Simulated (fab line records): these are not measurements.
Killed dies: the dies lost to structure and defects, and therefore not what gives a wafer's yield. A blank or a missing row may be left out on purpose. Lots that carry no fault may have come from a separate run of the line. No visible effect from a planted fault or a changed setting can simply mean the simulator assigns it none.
Chamber matching ; flow n5_finfet ; rie_diel-06 running N5_BEOL_M11_ETCH_61: 4 sister chambers
The step etches SiARC in CF4, target depth 39 nm, time 65 s. 8 wafers are shown with their chamber, then 8 later ones without.

== EACH WAFER AND ITS CHAMBER ==
wafer;chamber;drypump_motor_current_A (A);showerhead_plenum_p_Torr (Torr)
L080.1;0;5.79;2.20
L082.1;0;5.80;2.20
L087.1;2;6.03;2.09
L087.6;3;5.80;2.13
L090.2;1;6.48;2.18
L090.5;1;6.49;2.18
L090.6;2;6.04;2.08
L092.2;3;5.79;2.13

== WAFERS MISSING THEIR CHAMBER ==
wafer;drypump_motor_current_A (A);showerhead_plenum_p_Torr (Torr)
L092.3;5.79;2.19
L092.5;6.50;2.18
L097.1;6.51;2.18
L097.2;5.79;2.19
L097.6;5.79;2.12
L096.3;5.77;2.19
L096.5;5.75;2.12
L096.6;6.50;2.18

== EACH ONE'S CHAMBER ==
wafer;from the rows above;in truth
L092.3;0;0
L092.5;1;1
L097.1;1;1
L097.2;0;0
L097.6;3;3
L096.3;0;0
L096.5;3;3
L096.6;1;1
Placed correctly: 8 of 8. Number that these rows cannot place: 0. Wrongly placed: 0.
How it was worked out, from the rows above alone: a wafer's distance from a chamber is the root of the sum, over the readings, of the square of ((its reading less the chamber's mean) divided by the reading's scatter). If the next closest chamber is less than 2 further off than the closest, the wafer can't be placed; otherwise it belongs to the closest. Each chamber's mean is taken over the wafers shown for it. The scatter: the root of (the sum of the squares of (reading less its chamber's mean) over the shown wafers, divided by (wafers less chambers)).
